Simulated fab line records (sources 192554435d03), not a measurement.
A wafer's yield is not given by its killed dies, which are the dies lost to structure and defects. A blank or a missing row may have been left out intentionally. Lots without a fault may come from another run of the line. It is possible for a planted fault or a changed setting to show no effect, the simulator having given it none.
Matching of chambers + flow n5_finfet + N5_BEOL_M0_ETCH_138 on rie_diel-05: 4 sister chambers
The step etches SiCN in CH3F/O2, target depth 12 nm, time 31.6 s. 16 wafers are shown with their chamber, then 8 later ones without.

WAFERS, EACH WITH ITS CHAMBER
| wafer  | chamber | showerhead_plenum_p_Torr (Torr) | drypump_motor_current_A (A) | throttle_valve_pct (%) |
|--------|---------|---------------------------------|-----------------------------|------------------------|
| L074.3 | 0       | 2.12                            | 5.8                         | 16.56                  |
| L074.4 | 0       | 2.12                            | 5.8                         | 16.56                  |
| L074.6 | 1       | 1.98                            | 5.4                         | 16.52                  |
| L079.2 | 1       | 1.97                            | 5.4                         | 16.54                  |
| L079.3 | 1       | 1.97                            | 5.4                         | 16.55                  |
| L079.6 | 2       | 2.05                            | 6.0                         | 16.64                  |
| L081.1 | 3       | 1.96                            | 5.7                         | 16.11                  |
| L081.3 | 0       | 2.11                            | 5.7                         | 16.57                  |
| L081.4 | 2       | 2.05                            | 6.0                         | 16.66                  |
| L083.1 | 0       | 2.11                            | 5.8                         | 16.58                  |
| L083.5 | 0       | 2.11                            | 5.8                         | 16.58                  |
| L083.6 | 3       | 1.96                            | 5.7                         | 16.09                  |
| L084.1 | 3       | 1.96                            | 5.7                         | 16.12                  |
| L084.5 | 2       | 2.05                            | 6.0                         | 16.68                  |
| L084.6 | 3       | 1.96                            | 5.7                         | 16.10                  |
| L094.2 | 0       | 2.11                            | 5.8                         | 16.64                  |

SIGNATURES (means of the wafers above)
| reading                  | chamber 0 | chamber 1 | chamber 2 | chamber 3 | scatter within a chamber |
|--------------------------|-----------|-----------|-----------|-----------|--------------------------|
| showerhead_plenum_p_Torr | 2.1133    | 1.9733    | 2.0500    | 1.9600    | 0.00408                  |
| drypump_motor_current_A  | 5.783     | 5.400     | 6.000     | 5.700     | 0.0264                   |
| throttle_valve_pct       | 16.5817   | 16.5367   | 16.6600   | 16.1050   | 0.0228                   |
Rule: for each reading, subtract the chamber's mean from the wafer's reading, divide by that reading's scatter and square the result; add these up over the readings and take the root, which gives the wafer's distance from the chamber. The wafer belongs to the nearest chamber; if the next one is less than 2 further off, it can't be placed. How the scatter is found: for the shown wafers, subtract from each reading the mean of its chamber, square and add these, divide the total by (wafers less chambers), then take the root.

WAFERS WITH NO CHAMBER GIVEN
| wafer  | showerhead_plenum_p_Torr (Torr) | drypump_motor_current_A (A) | throttle_valve_pct (%) |
|--------|---------------------------------|-----------------------------|------------------------|
| L094.4 | 1.97                            | 5.4                         | 16.12                  |
| L094.5 | 2.11                            | 5.8                         | 16.61                  |
| L095.4 | 1.97                            | 5.5                         | 16.12                  |
| L095.5 | 2.10                            | 5.8                         | 16.65                  |
| L095.6 | 1.95                            | 5.7                         | 16.16                  |
| L096.2 | 1.95                            | 5.7                         | 16.14                  |
| L096.4 | 2.10                            | 5.8                         | 16.64                  |
| L096.6 | 1.95                            | 5.7                         | 16.15                  |

WHICH CHAMBER EACH WENT THROUGH
| wafer  | from the rows above | in truth                   |
|--------|---------------------|----------------------------|
| L094.4 | 3                   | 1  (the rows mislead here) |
| L094.5 | 0                   | 0                          |
| L095.4 | 3                   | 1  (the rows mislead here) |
| L095.5 | 0                   | 0                          |
| L095.6 | 3                   | 3                          |
| L096.2 | 3                   | 3                          |
| L096.4 | 0                   | 0                          |
| L096.6 | 3                   | 3                          |
Correctly placed: 6 of 8. Can't be placed from these rows: 0. 2 placed wrongly.
